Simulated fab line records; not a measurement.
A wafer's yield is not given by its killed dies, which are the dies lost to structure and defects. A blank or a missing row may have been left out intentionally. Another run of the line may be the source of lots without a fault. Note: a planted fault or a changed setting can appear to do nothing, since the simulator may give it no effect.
fab line records	flow nand_harc
record lots=6	wafers=18	last_day=33
route steps=1302 shown A_CONTACT@1072
lots that met no fault: from a run of the same line without faults
start_h: the number of hours between the record's first day and the start of the first shown wafer of the lot	wait_h: hours since the lot's step before	" as in the row above	L1.1+2: a row that stands for several wafers	- no value, or no start was given	* or withheld: withheld	< > ~ a bound
route shown NAME@n: names a module that has steps shown in the file, with the first one's number in the route	usual: average and standard deviation across the fault-free wafers	same: alike in all rows	chamber/n: place in a boat	sites: the reading at each site	_std_site: the standard deviation of these	_edge_site: outer sites' mean less inner sites'	radius_mm: how far each site lies from the wafer's centre	mask NAME#n: copy n	behind: the tool/chamber that last shaped the wafer	hold: the reason the lot was held/the length of the hold in hours/how it ended	device: whichever transistor did not switch (one of n, p or np)	end of line: tests of these same wafers at the route's end	a step given without rows: its recipe and nothing more	killed: at the first sort, the dies lost to defects and structure; wafer yield is something else	map: the dies of a wafer, with x for killed, . for not killed, _ for no die there
set.NAME: the run value of the setting; set.NAME@STEP: its run value at that earlier step	model.NAME: the simulator's own value behind a step, which no gauge read
a table for each step, a row for each wafer; lots at some steps of the route
services: when a tool's chamber went out of use (start_h, in hours from the record's first day, below 0 if earlier), for how many hours, and the reason
## steps
# step NHARC_A_CONTACT_COAT_02
# recipe spin_rpm=1500	resist_thk_nm=90
# step NHARC_A_CONTACT_SOFTBAKE_03
# recipe temp_c=105	time_s=55
# step NHARC_A_CONTACT_EBR_04
# step NHARC_A_CONTACT_EXPOSE_05
# recipe na=1.35	sigma_outer=0.8	dose_mj=84.24	mask_id=A_CC
# step NHARC_A_CONTACT_PEB_06
# recipe peb_temp_c=100	peb_time_s=65
# step NHARC_A_CONTACT_DEVELOP_07
# recipe develop_time_s=35	dev_temp_c=23
# step NHARC_A_CONTACT_CD_MEAS_08
# recipe target_cd_nm=200	landing_energy_ev=500
# usual cd_nm=200.1/0.48
lot.wafer	tool	chamber	start_h	wait_h	cd_nm
L915.1	cd_sem-01	0	525.01	-	200.0
L915.3	"	0	"	"	200.4
L915.4	"	0	"	"	200.3
L922.1	cd_sem-02	0	610.54	-	199.8
L922.2	"	0	"	"	199.7
L922.6	"	0	"	"	200.1
L930.1	cd_sem-01	0	686.61	-	199.7
L930.2	"	0	"	"	199.9
L930.3	"	0	"	"	199.8
L931.2	cd_sem-02	0	692.41	-	199.7
L931.3	"	0	"	"	199.4
L931.4	"	0	"	"	200.0
L932.2	cd_sem-03	0	713.67	-	199.8
L932.3	"	0	"	"	200.0
L932.6	"	0	"	"	200.0
L934.1	cd_sem-01	0	737.09	-	200.5
L934.3	"	0	"	"	200.9
L934.5	"	0	"	"	200.5
# step NHARC_A_CONTACT_OVL_MEAS_09
# usual overlay_x_nm=0.3/0.97	overlay_y_nm=-0.2/0.83
lot.wafer	tool	chamber	start_h	wait_h	overlay_x_nm	overlay_y_nm
L915.1	overlay-02	-	525.10	-	-0.4	-1.0
L915.3	"	-	"	"	0.1	-0.4
L915.4	"	-	"	"	-0.2	-0.6
L922.1	overlay-02	-	610.63	-	-1.4	0.9
L922.2	"	-	"	"	-1.4	0.5
L922.6	"	-	"	"	-0.9	0.7
L930.1	overlay-02	-	686.70	-	-0.2	-1.2
L930.2	"	-	"	"	0.2	-1.6
L930.3	"	-	"	"	-0.3	-1.4
L931.2	overlay-02	-	692.50	-	0.8	-0.5
L931.3	"	-	"	"	1.2	-0.9
L931.4	"	-	"	"	0.6	-0.6
L932.2	overlay-02	-	713.76	-	0.0	-1.3
L932.3	"	-	"	"	0.1	-1.5
L932.6	"	-	"	"	0.0	-1.9
L934.1	overlay-02	-	737.18	-	-0.5	-0.9
L934.3	"	-	"	"	0.2	-0.2
L934.5	"	-	"	"	-0.1	-1.1
# step NHARC_A_CONTACT_INSPECT_10
# usual raw_defect_count=80/29
lot.wafer	tool	chamber	start_h	wait_h	raw_defect_count
L915.1	defect_inspect-01	-	525.14	0.0	19
L915.3	"	-	"	"	18
L915.4	"	-	"	"	17
L922.1	defect_inspect-01	-	610.67	0.0	49
L922.2	"	-	"	"	75
L922.6	"	-	"	"	85
L930.1	defect_inspect-02	-	686.73	0.0	55
L930.2	"	-	"	"	78
L930.3	"	-	"	"	65
L931.2	defect_inspect-01	-	692.53	0.0	121
L931.3	"	-	"	"	127
L931.4	"	-	"	"	102
L932.2	defect_inspect-01	-	713.80	0.0	65
L932.3	"	-	"	"	64
L932.6	"	-	"	"	72
L934.1	defect_inspect-02	-	737.21	0.0	108
L934.3	"	-	"	"	104
L934.5	"	-	"	"	104
# step NHARC_A_CONTACT_DESCUM_13
# recipe time_s=3	o2_flow_sccm=200	ar_flow_sccm=0	bias_power_w=0	chemistry=O2
# usual chamber_pressure_mTorr=59.99/0.054	drypump_motor_current_A=5.9/0.35	oes_product_au=1.000/0.0072	rf_vpp_V=57.7/0.95	showerhead_plenum_p_Torr=1.91/0.082	throttle_valve_pct=11.312/0.0087
lot.wafer	tool	chamber	start_h	wait_h	chamber_pressure_mTorr	drypump_motor_current_A	oes_product_au	rf_hours_counter_h	rf_vpp_V	showerhead_plenum_p_Torr	throttle_valve_pct
L915.1	rie_diel-01	0	525.21	0.1	59.96	6.0	0.999	23	58.9	2.03	11.325
L915.4	"	1	"	"	60.07	5.9	1.002	25	58.5	2.00	11.313
L915.3	"	2	"	"	60.06	5.9	1.005	27	57.8	1.89	11.323
L922.2	rie_diel-01	2	610.89	0.2	59.99	5.9	1.009	6	58.3	1.88	11.293
L922.1	"	0	"	"	59.95	6.1	0.998	8	58.4	2.03	11.308
L922.6	"	2	"	"	60.07	5.9	1.007	-	56.1	1.88	11.314
L930.2	rie_diel-01	2	686.79	0.1	60.04	5.8	1.006	13	58.1	1.88	11.310
L930.1	"	0	"	"	59.96	6.0	0.992	15	58.4	2.03	11.312
L930.3	"	1	"	"	59.95	5.9	0.997	15	59.2	1.99	11.315
L931.2	rie_diel-01	1	692.59	0.1	60.05	5.9	0.993	16	57.5	1.99	11.302
L931.3	"	2	"	"	59.98	5.9	1.013	13	57.4	1.88	11.315
L931.4	"	3	"	"	60.07	5.6	1.008	16	56.9	1.83	11.301
L932.2	rie_diel-05	1	713.87	0.1	59.97	5.5	1.009	44	57.8	1.87	11.304
L932.3	"	3	"	"	59.89	6.1	1.003	42	57.1	1.88	11.316
L932.6	"	1	"	"	60.02	5.5	1.010	-	56.2	1.87	11.326
L934.3	rie_diel-07	0	737.29	0.1	60.01	5.0	0.989	28	58.0	2.07	11.308
L934.1	"	1	"	"	59.96	6.1	0.990	27	57.4	1.87	11.314
L934.5	"	2	"	"	60.05	5.5	0.983	-	58.0	1.85	11.312
# step NHARC_A_CONTACT_ETCH_88
# recipe target_depth_a=390	over_etch_frac=0.3	time_s=65	ion_energy_ev=80	cf4_flow_sccm=150	ar_flow_sccm=0	rf_w=300	bias_w=100	chemistry=CF4
# usual chamber_pressure_mTorr=50.01/0.045	drypump_motor_current_A=5.9/0.33	oes_product_au=1.000/0.0069	rf_vpp_V=151.4/1.2	showerhead_plenum_p_Torr=1.77/0.068	throttle_valve_pct=13.283/0.0096
lot.wafer	tool	chamber	start_h	wait_h	chamber_pressure_mTorr	drypump_motor_current_A	oes_product_au	rf_hours_counter_h	rf_vpp_V	showerhead_plenum_p_Torr	throttle_valve_pct
L915.1	rie_diel-01	3	525.28	0.1	49.90	5.6	1.011	25	150.8	1.70	13.291
L915.3	"	1	"	"	50.00	5.9	1.009	25	152.8	1.84	13.276
L915.4	"	2	"	"	50.06	5.9	1.005	27	150.5	1.75	13.278
L922.1	rie_diel-01	2	611.10	0.2	50.04	5.9	1.016	6	151.6	1.74	13.290
L922.2	"	3	"	"	49.98	5.7	1.005	8	149.7	1.70	13.285
L922.6	"	3	"	"	50.05	5.7	1.005	-	149.9	1.70	13.281
L930.1	rie_diel-01	1	686.88	0.1	50.11	5.9	1.000	15	153.1	1.84	13.273
L930.2	"	3	"	"	49.93	5.6	1.005	15	150.0	1.70	13.280
L930.3	"	0	"	"	50.00	6.1	0.991	15	152.8	1.87	13.292
L931.3	rie_diel-01	3	692.68	0.1	49.96	5.6	1.001	16	149.7	1.70	13.284
L931.4	"	0	"	"	49.98	6.0	1.006	16	152.9	1.86	13.277
L931.2	"	2	"	"	50.02	5.9	1.006	13	151.6	1.74	13.284
L932.3	rie_diel-05	2	713.95	0.1	50.01	6.2	1.011	44	150.9	1.69	13.304
L932.2	"	3	"	"	49.99	6.1	0.998	42	150.6	1.74	13.271
L932.6	"	2	"	"	50.00	6.2	1.003	-	151.3	1.69	13.275
L934.3	rie_diel-07	0	737.37	0.1	50.03	5.0	1.002	28	152.6	1.90	13.274
L934.1	"	2	"	"	50.02	5.5	0.995	23	150.2	1.71	13.269
L934.5	"	3	"	"	50.00	6.3	1.000	-	151.8	1.81	13.276
# step NHARC_A_CONTACT_ETCH_89
# recipe target_depth_a=2600	over_etch_frac=0.3	time_s=475.3	ion_energy_ev=200	n2_flow_sccm=150	h2_flow_sccm=150	ar_flow_sccm=0	rf_w=400	bias_w=150	chemistry=N2/H2
# usual chamber_pressure_mTorr=30.002/0.028	drypump_motor_current_A=5.9/0.34	oes_product_au=1.001/0.0076	rf_vpp_V=430.7/2.6	showerhead_plenum_p_Torr=2.04/0.09	throttle_valve_pct=14.173/0.0099
lot.wafer	tool	chamber	start_h	wait_h	chamber_pressure_mTorr	drypump_motor_current_A	oes_product_au	rf_hours_counter_h	rf_vpp_V	showerhead_plenum_p_Torr	throttle_valve_pct
L915.1	rie_diel-01	3	-	-	30.001	5.7	1.005	25	428.5	1.95	14.171
L915.3	"	1	"	"	29.987	5.9	1.001	25	432.7	2.13	14.167
L915.4	"	2	"	"	29.954	5.9	1.001	27	428.6	2.01	14.174
L922.2	rie_diel-01	0	-	-	30.040	6.1	1.000	9	434.2	2.16	14.181
L922.1	"	1	"	"	30.069	5.9	0.989	9	433.0	2.13	14.164
L922.6	"	0	"	"	30.003	6.1	0.996	-	435.7	2.17	14.186
L930.1	rie_diel-01	3	-	-	30.016	5.7	0.994	15	428.8	1.95	14.175
L930.2	"	0	"	"	30.013	6.0	0.989	15	432.4	2.16	14.179
L930.3	"	2	"	"	29.976	5.9	1.014	13	428.5	2.00	14.171
L931.2	rie_diel-01	0	-	-	30.009	6.0	0.997	16	432.3	2.16	14.163
L931.4	"	1	"	"	29.995	5.9	0.995	16	432.8	2.12	14.171
L931.3	"	2	"	"	29.997	5.9	1.015	13	429.4	2.00	14.188
L932.2	rie_diel-05	3	-	-	29.925	6.1	1.004	42	429.5	2.00	14.178
L932.3	"	1	"	"	30.026	5.5	1.015	44	428.4	1.99	14.176
L932.6	"	3	"	"	30.013	6.1	1.003	-	429.8	2.00	14.175
L934.1	rie_diel-07	3	-	-	30.002	6.3	1.000	26	432.5	2.09	14.146
L934.3	"	1	"	"	29.975	6.0	0.990	27	428.4	1.99	14.165
L934.5	"	0	"	"	30.040	5.0	0.993	-	434.4	2.21	14.173
# step NHARC_A_CONTACT_ETCH_30
# recipe target_depth_a=726	time_s=36.3	cf4_flow_sccm=100	chf3_flow_sccm=30	ar_flow_sccm=0	rf_w=500	bias_w=200	chemistry=CF4/CHF3
# usual chamber_pressure_mTorr=25.000/0.023	drypump_motor_current_A=5.9/0.34	oes_product_au=0.936/0.02	rf_vpp_V=370.8/2.2	showerhead_plenum_p_Torr=1.58/0.063	throttle_valve_pct=16.802/0.0095
lot.wafer	tool	chamber	start_h	wait_h	chamber_pressure_mTorr	drypump_motor_current_A	oes_product_au	rf_hours_counter_h	rf_vpp_V	showerhead_plenum_p_Torr	throttle_valve_pct
L915.3	rie_diel-01	1	525.74	-	25.018	5.9	0.925	25	373.0	1.64	16.801
L915.1	"	2	"	"	25.012	5.8	0.930	27	369.4	1.55	16.802
L915.4	"	3	"	"	25.020	5.7	0.924	26	368.9	1.51	16.818
L922.1	rie_diel-01	3	611.54	-	24.999	5.6	0.928	9	367.8	1.51	16.815
L922.2	"	1	"	"	25.002	5.9	0.952	9	372.7	1.64	16.787
L922.6	"	2	"	"	25.008	5.9	0.959	-	369.8	1.55	16.814
L930.1	rie_diel-01	0	687.31	-	25.019	6.0	0.804	15	373.2	1.66	16.790
L930.2	"	1	"	"	25.016	5.8	0.928	15	370.8	1.63	16.811
L930.3	"	2	"	"	24.966	5.9	0.938	13	370.3	1.55	16.783
L931.2	rie_diel-01	3	693.11	-	24.946	5.6	0.914	16	367.8	1.51	16.816
L931.3	"	0	"	"	24.946	6.0	0.794	16	374.3	1.66	16.809
L931.4	"	1	"	"	25.037	5.9	0.917	16	373.1	1.63	16.796
L932.3	rie_diel-05	0	714.38	-	25.002	6.4	0.964	45	372.3	1.64	16.808
L932.2	"	1	"	"	25.004	5.5	0.964	44	369.2	1.54	16.804
L932.6	"	0	"	"	25.021	6.4	0.963	-	373.8	1.64	16.808
L934.1	rie_diel-07	0	737.80	-	25.027	5.0	0.922	28	374.0	1.69	16.806
L934.3	"	2	"	"	24.991	5.5	0.921	23	368.4	1.52	16.798
L934.5	"	3	"	"	25.038	6.3	0.923	-	373.0	1.61	16.810
# step NHARC_A_CONTACT_ETCH_31
# recipe target_depth_a=28000	over_etch_frac=0.3	time_s=728	ion_energy_ev=150	o2_flow_sccm=400	cos_flow_sccm=20	ar_flow_sccm=0	rf_w=500	bias_w=300	chemistry=O2/COS
# usual chamber_pressure_mTorr=19.999/0.018	cos_flow_sccm=20.00/0.057	drypump_motor_current_A=5.9/0.34	oes_product_au=0.999/0.0075	rf_vpp_V=314.2/1.9	showerhead_plenum_p_Torr=3.12/0.12	throttle_valve_pct=28.331/0.0092
lot.wafer	tool	chamber	start_h	wait_h	chamber_pressure_mTorr	cos_flow_sccm	drypump_motor_current_A	oes_product_au	rf_hours_counter_h	rf_vpp_V	showerhead_plenum_p_Torr	throttle_valve_pct
L915.4	rie_diel-01	1	-	-	19.997	20.00	5.8	1.002	25	316.5	3.25	28.318
L915.3	"	3	"	"	19.997	19.95	5.7	0.994	26	313.0	3.00	28.308
L915.1	"	0	"	"	20.038	19.85	6.0	0.986	24	316.0	3.31	28.325
L922.1	rie_diel-01	1	-	-	20.012	20.01	5.9	1.002	9	316.8	3.24	28.331
L922.2	"	2	"	"	19.997	20.00	5.9	1.007	6	313.6	3.08	28.348
L922.6	"	2	"	"	20.016	20.02	5.9	1.004	-	313.2	3.08	28.322
L930.2	rie_diel-01	1	-	-	19.991	19.96	5.9	0.999	15	316.1	3.24	28.327
L930.3	"	3	"	"	19.998	20.08	5.7	1.004	15	312.2	2.99	28.325
L930.1	"	0	"	"	20.024	20.02	6.1	0.982	15	317.0	3.30	28.345
L931.4	rie_diel-01	2	-	-	19.923	20.06	5.9	1.011	14	313.3	3.07	28.345
L931.3	"	3	"	"	19.995	20.00	5.7	1.000	16	311.6	2.99	28.332
L931.2	"	0	"	"	19.986	19.98	6.1	0.989	16	317.0	3.29	28.346
L932.2	rie_diel-05	2	-	-	19.996	20.02	6.2	1.003	45	312.2	2.97	28.332
L932.3	"	3	"	"	20.004	20.05	6.1	1.011	42	314.3	3.07	28.323
L932.6	"	2	"	"	19.994	20.06	6.2	1.006	-	312.5	2.97	28.323
L934.1	rie_diel-07	2	-	-	19.999	19.94	5.5	1.005	23	313.0	3.02	28.338
L934.3	"	0	"	"	20.006	19.91	5.0	1.002	28	317.0	3.36	28.324
L934.5	"	3	"	"	19.998	20.08	6.3	1.000	-	315.3	3.20	28.337
## services
tool	chamber	start_h	hours	kind
rie_diel-05	1	511.35	3.4	repair
rie_diel-01	0	512.32	-	clean
rie_diel-01	1	512.32	-	clean
rie_diel-01	2	512.32	-	clean
rie_diel-01	3	512.32	-	clean
rie_diel-01	2	532.67	6.3	repair
rie_diel-01	0	536.90	-	clean
rie_diel-01	1	536.90	-	clean
rie_diel-01	3	536.90	-	clean
rie_diel-01	-	558.32	9.0	pm
rie_diel-01	0	558.32	9.0	vent_cycle
rie_diel-01	1	558.32	9.0	vent_cycle
rie_diel-01	2	558.32	9.0	vent_cycle
rie_diel-01	3	558.32	9.0	vent_cycle
rie_diel-01	0	567.32	-	clean
rie_diel-01	0	567.32	-	consumable_replace:focus_ring
rie_diel-05	-	586.10	9.0	pm
rie_diel-01	-	619.30	36.6	repair
rie_diel-07	-	649.66	9.0	pm
rie_diel-05	3	662.16	5.9	repair
rie_diel-07	3	662.54	3.8	repair
rie_diel-05	3	670.92	15.3	repair
rie_diel-07	2	710.79	8.1	repair
rie_diel-01	-	735.32	9.0	pm
## key
first_sign step=NHARC_A_CONTACT_ETCH_30	reading=oes_product_au	direction=down	sigmas=7	usual=0.936	struck=0.799
effect none on later readings
met_at NHARC_A_CONTACT_ETCH_30
struck_wafers L930.1,L931.3
sort_left_out L930.1,L931.3
tester_left_out L930,L931
fault kind=process_parameter_drift	tool=rie_diel-01	chamber=0	onset_h=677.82	steps=NHARC_A_CONTACT_ETCH_30	channel=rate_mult	offset=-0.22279	shape=step	end_h=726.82
# tester_left_out: of these lots the tester's yield and bins aren't shown, on N5 and GAA mostly nor the transistor test; their killed dies are dies lost to structure and defects alone, not to doping, threshold or leakage, so they don't give the yield
# sort_left_out: the simulated sort isn't trusted on such a fault, so these wafers' sort isn't shown, and their yield isn't known
